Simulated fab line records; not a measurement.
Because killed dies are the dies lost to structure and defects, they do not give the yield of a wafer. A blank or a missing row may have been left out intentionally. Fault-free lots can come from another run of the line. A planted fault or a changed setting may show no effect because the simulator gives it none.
A struck lot beside a sound one | flow n5 finfet | 15 steps out of a route of 1938
Sound: these wafers, L888.1, L888.2, L888.4. Struck: wafers L895.5, L895.6 (left out: L895.4, a lot-mate that was not struck); the cause follows at the end.
Each step with rows lists, per side, the tool, then ch with its chambers, then its first start. Under that, the readings that differ: sound wafers | struck wafers | difference of the means | sigmas: that difference in standard deviations of wafers without a fault.
alike: readings with means less than 2 such deviations apart, plus words and numbers identical on both sides. not compared: withheld readings, readings lacking a value on some wafer, bounds such as >300 that could conceal the same value, and numbers that have no deviation in the record and whose values overlap.
Wherever a step has rows on one side only, a row that says differs or no value, or a row with sigmas, the two part there. Non-overlapping numbers with no deviation appear without sigmas and do not part them. A reading that every wafer of one side lacks parts them only if that side has two wafers or more.

first, 4 steps without rows for these wafers: N5_HKMG_FIN_ALD_72 (deposits W, target thk 2 nm, pulse time 1 s, purge time 2 s); N5_HKMG_FIN_W_FILL_22 (material W, target thk 60 nm, time 18.2 s); N5_HKMG_FIN_PRECLEAN_83 (cleans in DIW, time 57.5 s); N5_HKMG_FIN_SRD_84 (dry time 32 s).
N5_HKMG_FIN_CMP_23: polishes, stops on SiNx, t overpolish 10 s, target thk 46.326 nm.
  sound on cmp-01 ch 0,1,2, day 6 23:15; struck on cmp-02 ch 2,3, day 9 08:52
  alike: motor current A, overpolish run s, time to endpoint s
then, 1 step without rows for these wafers: N5_HKMG_FIN_CMP_94 (polishes, stops on SiNx, t overpolish 4.7 s, target thk 43.299 nm).
N5_HKMG_FIN_INSPECT_28: inspects for defects (darkfield).
  sound: defect inspect-02 at day 6 23:53; struck: defect inspect-02 at day 9 09:20
  alike: raw defect count
N5_GATE_CUT_ETCHBACK_00: etches W in SF6/Cl2.
  sound on rie metal-03 ch 0,1, day 6 23:55; struck on rie metal-01 ch 0,1, day 9 09:24
  alike: drypump motor current A, oes product au, throttle valve pct
  not compared: rf hours counter h
N5_GATE_CUT_ETCH_56: etches TiN in Cl2/Ar, target depth 21.6 nm.
  sound on rie metal-03 ch 0,1, day 7 00:02; struck on rie metal-01 ch 0,1, day 9 09:31
  alike: drypump motor current A, oes_ar_750_au, oes product au, throttle valve pct
  not compared: rf hours counter h
N5_GATE_CUT_ETCHBACK_30: etches TiN in Cl2/Ar, target depth 3 nm.
  sound on rie metal-03 ch 0,1, day 7 00:08; struck on rie metal-01 ch 0,1, day 9 09:35
  alike: drypump motor current A, oes_ar_750_au, oes product au, throttle valve pct
  not compared: rf hours counter h
then, 1 step without rows for these wafers: N5_GATE_CUT_VAPOR_ETCH_60 (etches HfO2 in BCl3/Cl2).
N5_GATE_CUT_ETCH_58: etches SiNx in CH3F/O2, target depth 17 nm, time 128.6 s.
  sound on rie diel-06 ch 0,1,2, day 7 00:13; struck on rie diel-01 ch 0,1, day 9 09:39
  reading                              | sound             | struck     | difference                    | sigmas
  rf hours counter h (h)               | 20 202 160        | - -        | no value on the struck wafers |
  model.etch.depth nm (nm)             | 17.57 16.83 16.74 | 12.8 12.23 | -4.5                          |
  model.SiNx_of_SDB_ALD_29.thk nm (nm) | 24.4 24.6 24.6    | 25.2 25.6  | +0.9                          |
  alike: drypump motor current A, oes product au, rf vpp V, showerhead plenum p Torr, throttle valve pct
N5_GATE_CUT_STRIP_59: strips in N2/H2, time 20 s.
  sound on rie diel-06 ch 0,1,2, day 7 00:19; struck on rie diel-01 ch 0,1, day 9 09:45
  reading                | sound      | struck | difference                    | sigmas
  rf hours counter h (h) | 20 202 161 | - -    | no value on the struck wafers |
  alike: drypump motor current A, oes product au, rf vpp V, showerhead plenum p Torr, temp c, throttle valve pct
-- the record jumps here: 3 days lie between the struck wafers' starts before and after (it left off in module GATE_CUT and takes up again in module BEOL_M4, whose first step shown is number 1111 of the route) --
N5_BEOL_M4_RC_MEAS_101:
  sound on prober-01 ch 0, day 10 11:28; struck on prober-01 ch 0, day 12 17:43
  alike: DIBL_N, DIBL_P, IOFF_N, IOFF_P, ION_N, ION_P, SS_N, SS_P, VT_N, VT_P
next, for these wafers, 1 step has no rows: N5_PASSIVATION_PROBE_49.

## WHERE THEY PART
Last at N5_GATE_CUT_STRIP_59 as far as this record goes, first at N5_GATE_CUT_ETCH_58. Later steps at which nothing parts them and some readings are alike: N5_BEOL_M4_RC_MEAS_101.

WHY: the cause the simulator had injected
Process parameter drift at N5_GATE_CUT_ETCH_58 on rie diel-01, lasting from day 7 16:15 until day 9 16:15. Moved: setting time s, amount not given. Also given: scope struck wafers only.
